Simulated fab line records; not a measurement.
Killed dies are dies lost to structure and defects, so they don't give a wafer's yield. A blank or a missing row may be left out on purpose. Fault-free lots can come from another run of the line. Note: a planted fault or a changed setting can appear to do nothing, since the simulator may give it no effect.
Chamber matching    flow n5Finfet    pecvd-01 running N5_BEOL_M8_DEP_56: 3 sister chambers
The step deposits SiCN from 3MS/NH3, target thk 10 nm, time 17.5 s. 3 wafers are shown with their chamber, then 8 later ones without.

## WAFERS, EACH WITH ITS CHAMBER
wafer   chamber  showerheadVppV (V)
L082.4  0        871
L086.4  2        941
L085.1  1        923

## WAFERS WITH NO CHAMBER GIVEN
wafer   showerheadVppV (V)
L085.4  940
L085.5  867
L089.2  934
L089.3  919
L089.4  940
L092.1  910
L092.5  915
L092.6  941

## THE CHAMBER EACH PASSED THROUGH
wafer   from the rows above      in truth
L085.4  2                        2
L085.5  0                        0
L089.2  can't be placed: 2 or 1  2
L089.3  1                        1
L089.4  2                        2
L092.1  1                        1
L092.5  1                        1
L092.6  2                        2
Correct placement for 7 of the 8. Cannot be placed on the basis of these rows: 1; the candidates contain the true chamber in 1. 0 placed wrongly.
How it was worked out, from the rows above alone: a wafer's distance from a chamber is the root of the sum, over the readings, of the square of ((its reading less the chamber's mean) divided by the reading's scatter). The wafer belongs to the nearest chamber; if the next one is less than 2 further off, it can't be placed. The mean given for a chamber averages the wafers shown for that chamber. The scatter: with one shown wafer a chamber, the root of the mean of the squares of how far each hidden wafer lies from its nearest shown one.
